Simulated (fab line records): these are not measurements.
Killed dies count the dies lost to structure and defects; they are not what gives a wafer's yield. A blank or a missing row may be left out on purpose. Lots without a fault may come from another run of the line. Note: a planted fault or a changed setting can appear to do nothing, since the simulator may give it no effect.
A struck lot beside a sound one + flow n5_finfet + 24 steps out of a route of 1938
Sound: the wafers L275.4, L275.5, L275.6. The struck wafers were L274.2, L274.3, L274.4. The cause is named last.
Per side, at each step with rows, come the tool, then ch with its chambers, and then its first start. Under that, the readings that differ: sound wafers + struck wafers + difference of the means + sigmas: that difference in standard deviations of wafers without a fault.
alike: same words and numbers on both sides, and readings whose means sit less than 2 such deviations apart. not compared: any withheld reading, any reading some wafer has no value for, any bound like >300 that may hide the same value, and any number with overlapping values for which the record gives no deviation.
Wherever a step has rows on one side only, a row that says differs or no value, or a row with sigmas, the two part there. Non-overlapping numbers with no deviation appear without sigmas and do not part them. A reading missing from all wafers of one side parts the sides only when that side holds two or more wafers.

first, 10 steps without rows for these wafers: N5_BEOL_M5_DESCUM_16 (chemistry O2, time 7 s); N5_BEOL_M5_ETCH_72 (etches underlayer in N2/H2, target depth 6.5 nm, time 5.2 s); N5_BEOL_M5_ETCH_61 (etches SiARC in CF4, target depth 15.6 nm, time 26 s); N5_BEOL_M5_ETCH_62 (etches SOC in N2/H2, target depth 75 nm, overetch 15 nm, time 112.5 s); N5_BEOL_M5_STRIP_63 (strips in N2/H2); N5_BEOL_M5_STRIP_73 (strips in N2/H2); N5_BEOL_M5_STRIP_64 (strips in CF4); N5_BEOL_M5_HM_OPEN_17 (chemistry Cl2/BCl3, target TiN, target depth 20 nm, overetch 6 nm); N5_BEOL_M5_STRIP_19 (strips in O2); N5_BEOL_M5_COAT_65 (time 60 s, resist thk 60 nm).
N5_BEOL_M5_COAT_66: time 60 s, resist thk 12 nm.
  sound on litho_track-05 ch 0, day 16 08:13; struck on litho_track-03 ch 0, day 16 08:07
| reading                                    | sound                | struck               | difference | sigmas      |
|--------------------------------------------|----------------------|----------------------|------------|-------------|
| spin_speed_rpm (rpm)                       | 1500.2 1500.6 1500.7 | 1721.0 1719.2 1721.3 | +220.0     | +99 or more |
| model.SiARC_of_BEOL_M5_COAT_66.thk_nm (nm) | 12 12 12             | 11.2 11.2 11.2       | -0.8       |             |
then, 9 steps without rows for these wafers: N5_BEOL_M5_COAT_74 (time 60 s, resist thk 5 nm); N5_BEOL_M5_COAT_22 (resist thk 30 nm); N5_BEOL_M5_EBR_24; N5_BEOL_M5_SOFTBAKE_23 (time 60 s); N5_BEOL_M5_EXPOSE_25 (exposes mask V4, defocus 10 nm); N5_BEOL_M5_PEB_26 (peb time 60 s); N5_BEOL_M5_DEVELOP_27 (develop time 30 s); N5_BEOL_M5_DESCUM_33 (chemistry O2, time 7 s); N5_BEOL_M5_ETCH_75 (etches underlayer in N2/H2, target depth 6.5 nm, time 5.2 s).
N5_BEOL_M5_ETCH_67: etches SiARC in CF4, target depth 15.6 nm, time 26 s.
  sound on rie_diel-02 ch 2,3, day 16 08:57; struck on rie_diel-02 ch 0,1,3, day 16 08:34
| reading                                      | sound             | struck           | difference | sigmas |
|----------------------------------------------|-------------------|------------------|------------|--------|
| etch_rf_on_time_s (s)                        | 26.3 26.7 26.2    | 23.1 24.2 23.8   | -2.7       | -4     |
| model.etch.depth_nm (nm)                     | 12.06 12.05 12.08 | 11.23 11.2 11.22 | -0.85      |        |
| model.CAR-EUV_of_BEOL_M5_COAT_22.thk_nm (nm) | 11 11 11          | 11.8 12 11.8     | +0.9       |        |
  alike: bias_w, drypump_motor_current_A, oes_product_au, rf_vpp_V, showerhead_plenum_p_Torr, throttle_valve_pct
  not compared: rf_hours_counter_h
N5_BEOL_M5_ETCH_68: etches SOC in N2/H2, target depth 80 nm, overetch 16 nm, time 120 s.
  sound on rie_diel-02 ch 2,3, day 16 08:59; struck on rie_diel-02 ch 0,1,3, day 16 08:35
| reading                                    | sound       | struck      | difference | sigmas |
|--------------------------------------------|-------------|-------------|------------|--------|
| model.SiARC_of_BEOL_M5_COAT_66.thk_nm (nm) | 6.6 6.6 6.6 | 5.4 5.6 5.4 | -1.1       |        |
  alike: bias_w, drypump_motor_current_A, oes_product_au, rf_vpp_V, showerhead_plenum_p_Torr, throttle_valve_pct
  not compared: rf_hours_counter_h
then, 1 step without rows for these wafers: N5_BEOL_M5_STRIP_69 (strips in N2/H2).
-- here the record skips 4 days between the struck wafers' starts before and after, leaving off in module BEOL_M5 and picking up in module PASSIVATION (first step shown: number 1936 of the route) --
N5_PASSIVATION_PROBE_49:
  sound on prober-01 at day 20 08:42; struck on prober-01 at day 20 09:42
  alike: defect_limited_yield, killed_at_M0_to_M3, killed_at_M4_up, killed_at_contacts, killed_at_front_end, killed_at_other, killed_dies, killed_open, killed_short, sort_bin_5_function, sort_bin_6_memory, sort_n_pass, sort_yield_pct

## WHERE THEY PART
At N5_BEOL_M5_COAT_66 first; at N5_BEOL_M5_ETCH_67 last (within this record only). Later steps at which nothing parts them and some readings are alike: N5_BEOL_M5_ETCH_68, N5_PASSIVATION_PROBE_49.

WHY: what the simulator had put in
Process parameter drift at N5_BEOL_M5_COAT_66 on litho_track-03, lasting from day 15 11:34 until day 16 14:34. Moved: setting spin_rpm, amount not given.
